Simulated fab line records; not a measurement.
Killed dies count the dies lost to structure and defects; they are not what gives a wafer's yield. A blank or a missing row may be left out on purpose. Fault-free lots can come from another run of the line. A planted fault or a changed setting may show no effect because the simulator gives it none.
fab line records + flow nand_harc
[record]
- lots = 7
- wafers = 19
- last_day = 23
route steps=1159 shown A_SLIT@787
lots that met no fault: from a run of the same line without faults
start_h: start of the lot's first displayed wafer, in hours after the record's first day + wait_h: time in hours since the lot's previous step + " unchanged from the row above + L1.1+2: a row that stands for several wafers + - value missing, or start not given + * or withheld: withheld + < > ~ a bound
route shown NAME@n: names a module that has steps shown in the file, with the first one's number in the route + usual: average and standard deviation across the fault-free wafers + same: alike in all rows + chamber/n: place in a boat + sites: each site's reading + _std_site: how widely they spread, as a standard deviation + _edge_site: inner sites' mean taken away from outer sites' mean + radius_mm: how far each site lies from the wafer's centre + mask NAME#n: copy n + behind: the last tool/chamber to shape the wafer + hold: why the lot went on hold/how many hours it stayed there/how the hold came to an end + device: transistor that didn't switch, given as n, p or np + end of line: tests of these same wafers at the route's end + where a step has no rows: the recipe by itself + killed: at the first sort, the dies lost to defects and structure; wafer yield is something else + map: shows each die of a wafer: x if killed, . if not, _ if none is there
set.NAME: the run value of the setting; set.NAME@STEP: its run value at that earlier step + model.NAME: the simulator's own value behind a step, which no gauge read
lots seen at some steps along the route; tables by step, rows by wafer
services: the hour from which a tool's chamber was out of use, counted from the record's first day as start_h (under 0 if before that day), plus the number of hours and why
[[steps]]
[step NHARC_A_SLIT_EXPOSE_06]
[recipe]
- na = 1.35
- dose_mj = 60.82
- mask_id = SLIT
[step NHARC_A_SLIT_PEB_07]
[recipe]
- peb_temp_c = 100
- peb_time_s = 65
[step NHARC_A_SLIT_DEVELOP_08]
[recipe]
- develop_time_s = 35
- dev_temp_c = 23
[step NHARC_A_SLIT_CD_MEAS_09]
[recipe]
- target_cd_nm = 300
- landing_energy_ev = 500
[usual]
- cd_nm = 300.1/0.49
| lot.wafer | tool      | chamber | start_h | wait_h | cd_nm |
|-----------|-----------|---------|---------|--------|-------|
| L804.1    | cd_sem-03 | 0       | 357.71  | -      | 300.7 |
| L804.3    | "         | 0       | "       | "      | 300.3 |
| L804.6    | "         | 0       | "       | "      | 300.3 |
| L803.1    | cd_sem-02 | 0       | 375.75  | -      | 299.5 |
| L803.5    | "         | 0       | "       | "      | 299.9 |
| L803.6    | "         | 0       | "       | "      | 299.3 |
| L810.2    | cd_sem-02 | 0       | 393.61  | -      | 299.7 |
| L810.3    | "         | 0       | "       | "      | 300.7 |
| L810.6    | "         | 0       | "       | "      | 300.0 |
| L814.2    | cd_sem-02 | 0       | 423.33  | -      | 299.8 |
| L814.5    | "         | 0       | "       | "      | 300.9 |
| L814.6    | "         | 0       | "       | "      | 299.9 |
| L815.3    | cd_sem-02 | 0       | 432.02  | -      | 299.7 |
| L815.6    | "         | 0       | "       | "      | 299.8 |
| L817.1    | cd_sem-03 | 0       | 437.74  | -      | 300.4 |
| L817.5    | "         | 0       | "       | "      | 300.1 |
| L817.6    | "         | 0       | "       | "      | 300.5 |
| L818.3    | cd_sem-03 | 0       | 438.75  | -      | 300.2 |
| L818.6    | "         | 0       | "       | "      | 300.0 |
[step NHARC_A_SLIT_OVL_MEAS_10]
[usual]
- overlay_x_nm = -0.1/0.79
- overlay_y_nm = 0.1/0.78
| lot.wafer | tool       | chamber | start_h | wait_h | overlay_x_nm | overlay_y_nm |
|-----------|------------|---------|---------|--------|--------------|--------------|
| L804.1    | overlay-01 | -       | 357.80  | -      | 0.0          | 0.7          |
| L804.3    | "          | -       | "       | "      | -0.1         | 0.0          |
| L804.6    | "          | -       | "       | "      | -0.2         | 0.0          |
| L803.1    | overlay-01 | -       | 375.84  | -      | -1.4         | 0.5          |
| L803.5    | "          | -       | "       | "      | -1.3         | 1.0          |
| L803.6    | "          | -       | "       | "      | -1.6         | 0.5          |
| L810.2    | overlay-02 | -       | 393.70  | -      | -0.4         | -0.3         |
| L810.3    | "          | -       | "       | "      | -0.4         | 0.1          |
| L810.6    | "          | -       | "       | "      | -0.1         | 0.0          |
| L814.2    | overlay-02 | -       | 423.42  | -      | -0.2         | 1.0          |
| L814.5    | "          | -       | "       | "      | -0.5         | 1.0          |
| L814.6    | "          | -       | "       | "      | 0.0          | 0.7          |
| L815.3    | overlay-01 | -       | 432.10  | -      | -0.4         | -1.2         |
| L815.6    | "          | -       | "       | "      | 0.4          | -0.9         |
| L817.1    | overlay-02 | -       | 437.83  | -      | 0.0          | 0.7          |
| L817.5    | "          | -       | "       | "      | 0.0          | 0.8          |
| L817.6    | "          | -       | "       | "      | 0.0          | 0.6          |
| L818.3    | overlay-02 | -       | 438.83  | -      | 0.2          | 1.0          |
| L818.6    | "          | -       | "       | "      | 0.1          | 0.3          |
[step NHARC_A_SLIT_INSPECT_11]
[usual]
- raw_defect_count = 20/10
| lot.wafer | tool              | chamber | start_h | wait_h | raw_defect_count |
|-----------|-------------------|---------|---------|--------|------------------|
| L804.1    | defect_inspect-02 | -       | 357.83  | 0.0    | 27               |
| L804.3    | "                 | -       | "       | "      | 25               |
| L804.6    | "                 | -       | "       | "      | 28               |
| L803.1    | defect_inspect-01 | -       | 375.88  | 0.0    | 28               |
| L803.5    | "                 | -       | "       | "      | 31               |
| L803.6    | "                 | -       | "       | "      | 27               |
| L810.2    | defect_inspect-02 | -       | 393.73  | 0.0    | 9                |
| L810.3    | "                 | -       | "       | "      | 19               |
| L810.6    | "                 | -       | "       | "      | 9                |
| L814.2    | defect_inspect-02 | -       | 423.45  | 0.0    | 32               |
| L814.5    | "                 | -       | "       | "      | 42               |
| L814.6    | "                 | -       | "       | "      | 32               |
| L815.3    | defect_inspect-02 | -       | 432.14  | 0.0    | 36               |
| L815.6    | "                 | -       | "       | "      | 38               |
| L817.1    | defect_inspect-01 | -       | 437.87  | 0.0    | 40               |
| L817.5    | "                 | -       | "       | "      | 33               |
| L817.6    | "                 | -       | "       | "      | 42               |
| L818.3    | defect_inspect-01 | -       | 438.87  | 0.0    | 9                |
| L818.6    | "                 | -       | "       | "      | 13               |
[step NHARC_A_SLIT_DESCUM_14]
[recipe]
- time_s = 3
- o2_flow_sccm = 200
- ar_flow_sccm = 0
- bias_power_w = 0
- chemistry = O2
[usual]
- drypump_motor_current_A = 5.7/0.39
- oes_product_au = 0.996/0.011
- rf_vpp_V = 57.7/0.95
- showerhead_plenum_p_Torr = 1.88/0.083
- throttle_valve_pct = 11.310/0.0094
| lot.wafer | tool        | chamber | start_h | wait_h | drypump_motor_current_A | oes_product_au | rf_hours_counter_h | rf_vpp_V | showerhead_plenum_p_Torr | throttle_valve_pct |
|-----------|-------------|---------|---------|--------|-------------------------|----------------|--------------------|----------|--------------------------|--------------------|
| L804.3    | rie_diel-06 | 3       | 357.90  | 0.1    | 5.4                     | 1.001          | 8                  | 58.6     | 2.01                     | 11.309             |
| L804.1    | "           | 2       | "       | "      | 5.3                     | 0.996          | 8                  | 58.2     | 1.83                     | 11.312             |
| L804.6    | "           | 0       | "       | "      | 5.8                     | 0.998          | -                  | 58.2     | 2.04                     | 11.297             |
| L803.1    | rie_diel-03 | 2       | 375.96  | 0.1    | 6.4                     | 1.014          | 10                 | 57.7     | 1.78                     | 11.306             |
| L803.6    | "           | 0       | "       | "      | 5.9                     | 0.999          | -                  | 58.3     | 1.89                     | 11.294             |
| L803.5    | "           | 1       | "       | "      | 5.5                     | 0.992          | -                  | 57.6     | 1.94                     | 11.316             |
| L810.2    | rie_diel-06 | 3       | 393.81  | 0.1    | 5.4                     | 1.001          | 10                 | 56.6     | 2.01                     | 11.295             |
| L810.3    | "           | 0       | "       | "      | 5.8                     | 1.004          | 10                 | 58.7     | 2.04                     | 11.302             |
| L810.6    | "           | 2       | "       | "      | 5.3                     | 0.996          | -                  | 57.5     | 1.83                     | 11.319             |
| L814.2    | rie_diel-12 | 0       | 423.54  | 0.1    | 5.8                     | 0.996          | 2                  | 57.5     | 1.83                     | 11.300             |
| L814.5    | "           | 1       | "       | "      | 5.7                     | 0.994          | -                  | 58.6     | 1.78                     | 11.310             |
| L814.6    | "           | 2       | "       | "      | 5.7                     | 1.008          | -                  | 59.4     | 1.92                     | 11.313             |
| L815.3    | rie_diel-12 | 0       | 432.23  | 0.1    | 5.8                     | 0.999          | 3                  | 58.4     | 1.83                     | 11.312             |
| L815.6    | "           | 1       | "       | "      | 5.6                     | 0.990          | -                  | 57.0     | 1.78                     | 11.326             |
| L817.1    | rie_diel-06 | 0       | 437.93  | 0.1    | 5.8                     | 1.012          | 1                  | 58.6     | 2.04                     | 11.333             |
| L817.6    | "           | 0       | "       | "      | 5.8                     | 1.009          | -                  | 58.4     | 2.04                     | 11.304             |
| L817.5    | "           | 1       | "       | "      | 6.4                     | 1.022          | -                  | 57.3     | 1.96                     | 11.302             |
| L818.3    | rie_diel-03 | 0       | 438.95  | 0.1    | 5.9                     | 0.990          | 3                  | 58.1     | 1.89                     | 11.301             |
| L818.6    | "           | 2       | "       | "      | 6.4                     | 0.996          | -                  | 55.9     | 1.78                     | 11.322             |
[step NHARC_A_SLIT_ETCH_24]
[recipe]
- target_depth_a = 1210
- time_s = 60.5
- cf4_flow_sccm = 100
- chf3_flow_sccm = 30
- ar_flow_sccm = 0
- rf_w = 500
- bias_w = 200
- chemistry = CF4/CHF3
[usual]
- chf3_flow_sccm = 30.00/0.086
- drypump_motor_current_A = 5.7/0.39
- oes_product_au = 0.962/0.018
- rf_vpp_V = 369.7/2.2
- run_length_s = 81.9/0.36
- showerhead_plenum_p_Torr = 1.55/0.061
- throttle_valve_pct = 16.802/0.0092
| lot.wafer | tool        | chamber | start_h | wait_h | chf3_flow_sccm | drypump_motor_current_A | oes_product_au | rf_hours_counter_h | rf_vpp_V | run_length_s | showerhead_plenum_p_Torr | throttle_valve_pct |
|-----------|-------------|---------|---------|--------|----------------|-------------------------|----------------|--------------------|----------|--------------|--------------------------|--------------------|
| L804.3    | rie_diel-06 | 1       | 357.98  | 0.1    | 29.89          | 6.4                     | 0.969          | 9                  | 373.4    | 81.7         | 1.61                     | 16.802             |
| L804.1    | "           | 3       | "       | "      | 29.90          | 5.4                     | 0.950          | 8                  | 373.0    | 81.5         | 1.65                     | 16.804             |
| L804.6    | "           | 1       | "       | "      | 29.90          | 6.4                     | 0.972          | -                  | 372.2    | 81.5         | 1.61                     | 16.818             |
| L803.1    | rie_diel-03 | 0       | 376.04  | 0.1    | 30.10          | 5.9                     | 0.952          | 10                 | 370.8    | 82.1         | 1.55                     | 16.822             |
| L803.5    | "           | 1       | "       | "      | 29.99          | 5.5                     | 0.950          | -                  | 370.0    | 82.6         | 1.59                     | 16.790             |
| L803.6    | "           | 2       | "       | "      | 30.21          | 6.4                     | 0.981          | -                  | 365.9    | 82.3         | 1.47                     | 16.792             |
| L810.3    | rie_diel-06 | 1       | 394.20  | 0.4    | 30.11          | 6.4                     | 0.912          | 12                 | 372.4    | 81.5         | 1.61                     | 16.790             |
| L810.2    | "           | 3       | "       | "      | 30.10          | 5.4                     | 0.930          | 10                 | 372.9    | 81.5         | 1.65                     | 16.811             |
| L810.6    | "           | 2       | "       | "      | 29.81          | 5.3                     | 0.924          | -                  | 367.9    | 81.5         | 1.51                     | 16.801             |
| L814.2    | rie_diel-12 | 3       | 423.62  | 0.1    | 30.13          | 5.8                     | 0.971          | 2                  | 368.7    | 81.6         | 1.52                     | 16.803             |
| L814.5    | "           | 0       | "       | "      | 30.11          | 5.8                     | 0.980          | -                  | 368.5    | 81.7         | 1.51                     | 16.815             |
| L814.6    | "           | 1       | "       | "      | 29.98          | 5.7                     | 0.951          | -                  | 365.7    | 82.2         | 1.47                     | 16.795             |
| L815.3    | rie_diel-12 | 1       | 432.30  | 0.1    | 29.95          | 5.7                     | 0.957          | 2                  | 366.1    | 81.9         | 1.47                     | 16.795             |
| L815.6    | "           | 3       | "       | "      | 29.97          | 5.8                     | 0.970          | -                  | 367.4    | 81.9         | 1.52                     | 16.808             |
| L817.1    | rie_diel-06 | 3       | 438.02  | 0.1    | 29.89          | 5.4                     | 0.986          | 1                  | 373.3    | 81.6         | 1.65                     | 16.805             |
| L817.5    | "           | 1       | "       | "      | 29.84          | 6.4                     | 0.974          | -                  | 372.2    | 81.6         | 1.61                     | 16.807             |
| L817.6    | "           | 2       | "       | "      | 29.96          | 5.3                     | 0.987          | -                  | 368.9    | 81.8         | 1.51                     | 16.775             |
| L818.3    | rie_diel-03 | 1       | 439.02  | 0.1    | 30.03          | 5.5                     | 0.964          | 3                  | 371.0    | 82.0         | 1.59                     | 16.801             |
| L818.6    | "           | 1       | "       | "      | 30.02          | 5.5                     | 0.965          | -                  | 372.5    | 82.3         | 1.59                     | 16.789             |
[step NHARC_A_SLIT_ETCH_15]
[recipe]
- target_depth_a = 32000
- over_etch_frac = 0.3
- time_s = 832
- ion_energy_ev = 150
- o2_flow_sccm = 400
- cos_flow_sccm = 20
- ar_flow_sccm = 0
- rf_w = 500
- bias_w = 300
- chemistry = O2/COS
[usual]
- cos_flow_sccm = 20.01/0.059
- drypump_motor_current_A = 5.7/0.39
- oes_product_au = 0.998/0.0098
- rf_vpp_V = 313.5/1.9
- run_length_s = 853.4/0.33
- showerhead_plenum_p_Torr = 3.07/0.12
- throttle_valve_pct = 28.329/0.0096
| lot.wafer | tool        | chamber | start_h | wait_h | cos_flow_sccm | drypump_motor_current_A | oes_product_au | rf_hours_counter_h | rf_vpp_V | run_length_s | showerhead_plenum_p_Torr | throttle_valve_pct |
|-----------|-------------|---------|---------|--------|---------------|-------------------------|----------------|--------------------|----------|--------------|--------------------------|--------------------|
| L804.3    | rie_diel-06 | 1       | -       | -      | 20.04         | 6.4                     | 1.007          | 9                  | 315.1    | 853.0        | 3.20                     | 28.335             |
| L804.1    | "           | 3       | "       | "      | 19.98         | 5.4                     | 1.002          | 8                  | 315.0    | 853.1        | 3.27                     | 28.332             |
| L804.6    | "           | 1       | "       | "      | 20.06         | 6.4                     | 1.008          | -                  | 315.0    | 853.5        | 3.20                     | 28.321             |
| L803.1    | rie_diel-03 | 1       | -       | -      | 20.06         | 5.5                     | 0.999          | 10                 | 316.7    | 853.4        | 3.16                     | 28.338             |
| L803.6    | "           | 1       | "       | "      | 20.04         | 5.5                     | 0.995          | -                  | 314.7    | 853.7        | 3.16                     | 28.321             |
| L803.5    | "           | 2       | "       | "      | 20.06         | 6.4                     | 1.006          | -                  | 311.2    | 853.7        | 2.92                     | 28.312             |
| L810.2    | rie_diel-06 | 1       | -       | -      | 20.03         | 6.3                     | 0.998          | 12                 | 314.8    | 853.1        | 3.20                     | 28.324             |
| L810.3    | "           | 2       | "       | "      | 20.01         | 5.3                     | 0.991          | 12                 | 313.8    | 853.3        | 2.99                     | 28.334             |
| L810.6    | "           | 1       | "       | "      | 20.07         | 6.4                     | 0.990          | -                  | 316.4    | 853.3        | 3.20                     | 28.321             |
| L814.2    | rie_diel-12 | 3       | -       | -      | 20.04         | 5.8                     | 0.996          | 2                  | 313.0    | 853.9        | 3.02                     | 28.334             |
| L814.6    | "           | 2       | "       | "      | 20.08         | 5.6                     | 0.997          | -                  | 315.7    | 852.8        | 3.13                     | 28.336             |
| L814.5    | "           | 3       | "       | "      | 20.07         | 5.9                     | 0.984          | -                  | 313.0    | 853.6        | 3.02                     | 28.329             |
| L815.3    | rie_diel-12 | 3       | -       | -      | 19.96         | 5.8                     | 0.991          | 4                  | 312.7    | 853.2        | 3.02                     | 28.330             |
| L815.6    | "           | 3       | "       | "      | 19.92         | 5.8                     | 1.000          | -                  | 313.1    | 853.8        | 3.02                     | 28.345             |
| L817.1    | rie_diel-06 | 2       | -       | -      | 19.97         | 5.3                     | 1.000          | 1                  | 311.8    | 853.7        | 2.99                     | 28.326             |
| L817.6    | "           | 0       | "       | "      | 20.02         | 5.8                     | 1.013          | -                  | 315.4    | 853.3        | 3.31                     | 28.325             |
| L817.5    | "           | 1       | "       | "      | 19.99         | 6.4                     | 0.995          | -                  | 315.4    | 853.0        | 3.20                     | 28.312             |
| L818.3    | rie_diel-03 | 1       | -       | -      | 20.09         | 5.5                     | 1.003          | 3                  | 313.2    | 853.2        | 3.16                     | 28.339             |
| L818.6    | "           | 3       | "       | "      | 20.03         | 5.0                     | 1.008          | -                  | 310.9    | 853.7        | 2.98                     | 28.327             |
[step NHARC_A_SLIT_ETCH_17]
[recipe]
- bias_v = 900
- source_w = withheld
- pressure_mtorr = 20
- ar_flow_sccm = 375
- c4f8_flow_sccm = 83.3
- o2_flow_sccm = 41.7
- time_s = 1687.5
- target_depth_a = 1.01e+05
- chemistry = C4F8/O2/Ar
[usual]
- drypump_motor_current_A = 6.0/0.65
- run_length_s = 1689.1/0.42
- showerhead_plenum_p_Torr = 3.58/0.075
- throttle_valve_pct = 32.045/0.0091
| lot.wafer | tool        | chamber | start_h | wait_h | drypump_motor_current_A | rf_hours_counter_h | run_length_s | showerhead_plenum_p_Torr | throttle_valve_pct |
|-----------|-------------|---------|---------|--------|-------------------------|--------------------|--------------|--------------------------|--------------------|
| L804.1    | har_etch-01 | 1       | 358.66  | -      | 6.1                     | 15                 | 1689.5       | 3.62                     | 32.046             |
| L804.3    | "           | 1       | "       | "      | 6.1                     | -                  | 1689.6       | 3.62                     | 32.040             |
| L804.6    | "           | 1       | "       | "      | 6.1                     | -                  | 1689.6       | 3.62                     | 32.032             |
| L803.1    | har_etch-02 | 1       | 379.77  | -      | 6.5                     | 191                | 1689.5       | 3.68                     | 32.048             |
| L803.5    | "           | 0       | "       | "      | 6.2                     | -                  | 1688.4       | 3.49                     | 32.044             |
| L803.6    | "           | 1       | "       | "      | 6.5                     | -                  | 1689.1       | 3.68                     | 32.058             |
| L810.2    | har_etch-01 | 1       | 395.13  | -      | 6.1                     | 34                 | 1689.5       | 3.61                     | 32.048             |
| L810.3    | "           | 1       | "       | "      | 6.1                     | -                  | 1689.4       | 3.61                     | 32.060             |
| L810.6    | "           | 1       | "       | "      | 6.1                     | -                  | 1689.5       | 3.61                     | 32.054             |
| L814.2    | har_etch-02 | 0       | 424.53  | -      | 6.2                     | 214                | 1688.8       | 3.48                     | 32.050             |
| L814.6    | "           | 1       | "       | "      | 6.6                     | -                  | 1689.1       | 3.67                     | 32.033             |
| L814.5    | "           | 0       | "       | "      | 6.2                     | -                  | 1688.8       | 3.48                     | 32.047             |
| L815.3    | har_etch-02 | 1       | 436.85  | -      | 6.6                     | -                  | 1689.5       | 3.67                     | 32.042             |
| L815.6    | "           | 0       | "       | "      | 6.2                     | -                  | 1688.4       | 3.48                     | 32.030             |
| L817.1    | har_etch-02 | 1       | 438.94  | -      | 6.6                     | 221                | 1689.4       | 3.66                     | 32.036             |
| L817.6    | "           | 0       | "       | "      | 6.2                     | -                  | 1688.3       | 3.47                     | 32.041             |
| L817.5    | "           | 1       | "       | "      | 6.6                     | -                  | 1689.6       | 3.66                     | 32.037             |
| L818.3    | har_etch-02 | 0       | 440.90  | -      | 6.2                     | -                  | 1688.7       | 3.47                     | 32.040             |
| L818.6    | "           | 1       | "       | "      | 6.6                     | -                  | 1689.5       | 3.66                     | 32.029             |
[step NHARC_A_SLIT_ETCH_26]
[recipe]
- bias_v = 400
- source_w = 2000
- pressure_mtorr = 25
- time_s = 90
- ar_flow_sccm = 375
- c4f8_flow_sccm = 41.7
- o2_flow_sccm = 83.3
- target_depth_a = 4000
- chemistry = C4F8/O2/Ar
[step NHARC_A_SLIT_STRIP_28]
[recipe]
- o2_flow_sccm = 400
- cos_flow_sccm = 20
- ar_flow_sccm = 0
- bias_w = 0
- chemistry = O2/COS
[step NHARC_A_SLIT_ETCH_29]
[recipe]
- target_depth_a = 1000
- overetch_a = 100
- time_s = 55
- ion_energy_ev = 100
- cf4_flow_sccm = 80
- o2_flow_sccm = 20
- ar_flow_sccm = 0
- rf_w = 300
- bias_w = 100
- chemistry = CF4/O2
[usual]
- drypump_motor_current_A = 5.7/0.37
- oes_product_au = 0.999/0.0084
- rf_vpp_V = 197.3/1.4
- run_length_s = 76.4/0.33
- showerhead_plenum_p_Torr = 1.31/0.052
- throttle_valve_pct = 13.397/0.009
| lot.wafer | tool        | chamber | start_h | wait_h | drypump_motor_current_A | oes_product_au | rf_hours_counter_h | rf_vpp_V | run_length_s | showerhead_plenum_p_Torr | throttle_valve_pct |
|-----------|-------------|---------|---------|--------|-------------------------|----------------|--------------------|----------|--------------|--------------------------|--------------------|
| L804.3    | rie_diel-03 | 3       | 360.77  | 0.1    | 5.0                     | 1.006          | 10                 | 196.2    | 76.3         | 1.27                     | 13.384             |
| L804.1    | "           | 2       | "       | "      | 6.4                     | 1.010          | 9                  | 194.7    | 77.2         | 1.25                     | 13.401             |
| L804.6    | "           | 3       | "       | "      | 5.0                     | 1.015          | -                  | 195.6    | 76.9         | 1.27                     | 13.371             |
| L803.1    | rie_diel-06 | 1       | 381.62  | 0.1    | 6.4                     | 1.000          | 10                 | 199.2    | 76.5         | 1.37                     | 13.399             |
| L803.5    | "           | 3       | "       | "      | 5.4                     | 1.000          | -                  | 200.5    | 76.2         | 1.40                     | 13.398             |
| L803.6    | "           | 0       | "       | "      | 5.8                     | 1.005          | -                  | 199.2    | 76.6         | 1.42                     | 13.415             |
| L810.2    | rie_diel-12 | 3       | 396.96  | 0.1    | 5.8                     | 0.987          | 1                  | 196.8    | 76.1         | 1.29                     | 13.398             |
| L810.3    | "           | 1       | "       | "      | 5.7                     | 0.999          | 0                  | 196.4    | 76.5         | 1.25                     | 13.394             |
| L810.6    | "           | 3       | "       | "      | 5.8                     | 0.998          | -                  | 196.9    | 76.1         | 1.29                     | 13.393             |
| L814.2    | rie_diel-03 | 3       | 426.37  | 0.1    | 5.0                     | 1.007          | 2                  | 194.8    | 76.6         | 1.27                     | 13.398             |
| L814.6    | "           | 3       | "       | "      | 5.0                     | 1.011          | -                  | 195.2    | 76.6         | 1.27                     | 13.399             |
| L814.5    | "           | 0       | "       | "      | 5.9                     | 0.993          | -                  | 196.2    | 76.4         | 1.32                     | 13.397             |
| L815.3    | rie_diel-12 | 2       | 438.46  | 0.1    | 5.7                     | 1.001          | 4                  | 196.6    | 75.9         | 1.34                     | 13.385             |
| L815.6    | "           | 3       | "       | "      | 5.8                     | 0.991          | -                  | 197.3    | 67.0         | 1.29                     | 13.401             |
| L817.1    | rie_diel-12 | 2       | 440.82  | 0.1    | 5.6                     | 1.007          | 4                  | 197.1    | 75.9         | 1.34                     | 13.395             |
| L817.5    | "           | 2       | "       | "      | 5.6                     | 1.001          | -                  | 198.1    | 75.9         | 1.34                     | 13.399             |
| L817.6    | "           | 3       | "       | "      | 5.8                     | 0.991          | -                  | 196.7    | 66.8         | 1.29                     | 13.402             |
| L818.3    | rie_diel-12 | 1       | 442.52  | 0.1    | 5.6                     | 0.982          | 3                  | 194.3    | 76.0         | 1.24                     | 13.403             |
| L818.6    | "           | 1       | "       | "      | 5.6                     | 0.987          | -                  | 196.0    | 67.2         | 1.24                     | 13.384             |
[step NHARC_A_SLIT_STRIP_18]
[recipe]
- o2_flow_sccm = 500
- ar_flow_sccm = 0
- bias_w = 0
- chemistry = O2
[usual]
- drypump_motor_current_A = 5.7/0.37
- oes_product_au = 0.999/0.009
- rf_vpp_V = 57.7/0.94
- showerhead_plenum_p_Torr = 3.49/0.14
- throttle_valve_pct = 17.037/0.0093
| lot.wafer | tool        | chamber | start_h | wait_h | drypump_motor_current_A | oes_product_au | rf_hours_counter_h | rf_vpp_V | showerhead_plenum_p_Torr | throttle_valve_pct |
|-----------|-------------|---------|---------|--------|-------------------------|----------------|--------------------|----------|--------------------------|--------------------|
| L804.3    | rie_diel-03 | 1       | -       | -      | 5.5                     | 0.996          | 9                  | 56.7     | 3.57                     | 17.023             |
| L804.1    | "           | 2       | "       | "      | 6.4                     | 1.003          | 9                  | 56.3     | 3.30                     | 17.026             |
| L804.6    | "           | 1       | "       | "      | 5.5                     | 0.998          | -                  | 56.9     | 3.57                     | 17.044             |
| L803.1    | rie_diel-06 | 1       | -       | -      | 6.3                     | 1.012          | 10                 | 56.3     | 3.61                     | 17.029             |
| L803.6    | "           | 0       | "       | "      | 5.8                     | 1.004          | -                  | 58.6     | 3.74                     | 17.038             |
| L803.5    | "           | 1       | "       | "      | 6.4                     | 1.004          | -                  | 58.1     | 3.61                     | 17.045             |
| L810.2    | rie_diel-12 | 0       | -       | -      | 5.8                     | 0.990          | 1                  | 56.5     | 3.39                     | 17.038             |
| L810.3    | "           | 1       | "       | "      | 5.6                     | 0.991          | 0                  | 56.5     | 3.30                     | 17.037             |
| L810.6    | "           | 3       | "       | "      | 5.8                     | 0.986          | -                  | 57.7     | 3.42                     | 17.029             |
| L814.2    | rie_diel-03 | 1       | -       | -      | 5.5                     | 1.004          | 2                  | 59.3     | 3.57                     | 17.030             |
| L814.5    | "           | 2       | "       | "      | 6.4                     | 1.004          | -                  | 57.5     | 3.30                     | 17.035             |
| L814.6    | "           | 3       | "       | "      | 5.0                     | 1.018          | -                  | 57.7     | 3.37                     | 17.044             |
| L815.3    | rie_diel-12 | 2       | -       | -      | 5.7                     | 1.007          | 4                  | 58.7     | 3.53                     | 17.029             |
| L815.6    | "           | 3       | "       | "      | 5.8                     | 0.990          | -                  | 57.8     | 3.42                     | 17.024             |
| L817.1    | rie_diel-12 | 2       | -       | -      | 5.7                     | 1.014          | 4                  | 58.6     | 3.53                     | 17.025             |
| L817.6    | "           | 1       | "       | "      | 5.6                     | 0.986          | -                  | 57.9     | 3.30                     | 17.037             |
| L817.5    | "           | 2       | "       | "      | 5.7                     | 1.016          | -                  | 57.1     | 3.53                     | 17.055             |
| L818.3    | rie_diel-12 | 2       | -       | -      | 5.7                     | 1.020          | 4                  | 57.0     | 3.53                     | 17.049             |
| L818.6    | "           | 3       | "       | "      | 5.8                     | 0.996          | -                  | 57.9     | 3.42                     | 17.018             |
[[services]]
| tool        | chamber | start_h | hours | kind       |
|-------------|---------|---------|-------|------------|
| rie_diel-12 | 0       | 335.90  | -     | clean      |
| rie_diel-12 | 1       | 335.90  | -     | clean      |
| rie_diel-12 | 2       | 335.90  | -     | clean      |
| rie_diel-12 | 3       | 335.90  | -     | clean      |
| rie_diel-12 | 2       | 346.54  | 33.2  | repair     |
| rie_diel-03 | -       | 350.79  | 2.2   | repair     |
| rie_diel-12 | 0       | 360.40  | -     | clean      |
| rie_diel-12 | 1       | 360.40  | -     | clean      |
| rie_diel-12 | 3       | 360.40  | -     | clean      |
| rie_diel-06 | 1       | 373.84  | 3.5   | repair     |
| rie_diel-12 | 0       | 377.04  | 5.5   | repair     |
| rie_diel-03 | 2       | 381.00  | 8.3   | repair     |
| rie_diel-12 | -       | 381.29  | 9.0   | pm         |
| rie_diel-12 | 1       | 381.29  | 9.0   | vent_cycle |
| rie_diel-12 | 2       | 381.29  | 9.0   | vent_cycle |
| rie_diel-12 | 3       | 381.29  | 9.0   | vent_cycle |
| rie_diel-12 | 0       | 390.29  | -     | clean      |
| rie_diel-12 | 1       | 390.29  | -     | clean      |
| rie_diel-12 | 2       | 390.29  | -     | clean      |
| rie_diel-12 | 3       | 390.29  | -     | clean      |
| rie_diel-03 | -       | 392.33  | 9.0   | pm         |
| rie_diel-03 | 0       | 402.85  | 3.0   | repair     |
| rie_diel-06 | -       | 418.22  | 9.0   | pm         |
| rie_diel-06 | 3       | 439.62  | 4.6   | repair     |
[[key]]
[first_sign]
- step = NHARC_A_SLIT_ETCH_29
- reading = run_length_s
- direction = down
- sigmas = 28
- usual = *
- struck = *
effect none on later readings
met_at NHARC_A_SLIT_ETCH_29
struck_wafers L815.6,L817.6,L818.6
later_rows_left_out L815.6,L817.6,L818.6
sort_left_out L815.6,L817.6,L818.6
tester_left_out L815,L817,L818
onset_between 396.96 438.46
[fault]
- kind = process_parameter_drift
- tool = rie_diel-12
- chamber = -
- onset_h = 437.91
- steps = NHARC_A_SLIT_ETCH_29
- channel = time_s
- offset = *
- shape = step
- end_h = 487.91
- scope = struck_wafers_only
- acts_in = *
- stated = *
// tester_left_out: of these lots the tester's yield and bins aren't shown, on N5 and GAA mostly nor the transistor test; their killed dies are dies lost to structure and defects alone, not to doping, threshold or leakage, so they don't give the yield
// sort_left_out: the simulated sort isn't trusted on such a fault, so these wafers' sort isn't shown, and their yield isn't known
// later_rows_left_out: the simulator's readings of these wafers behind a module that went badly wrong aren't trusted and aren't shown, but for the sort
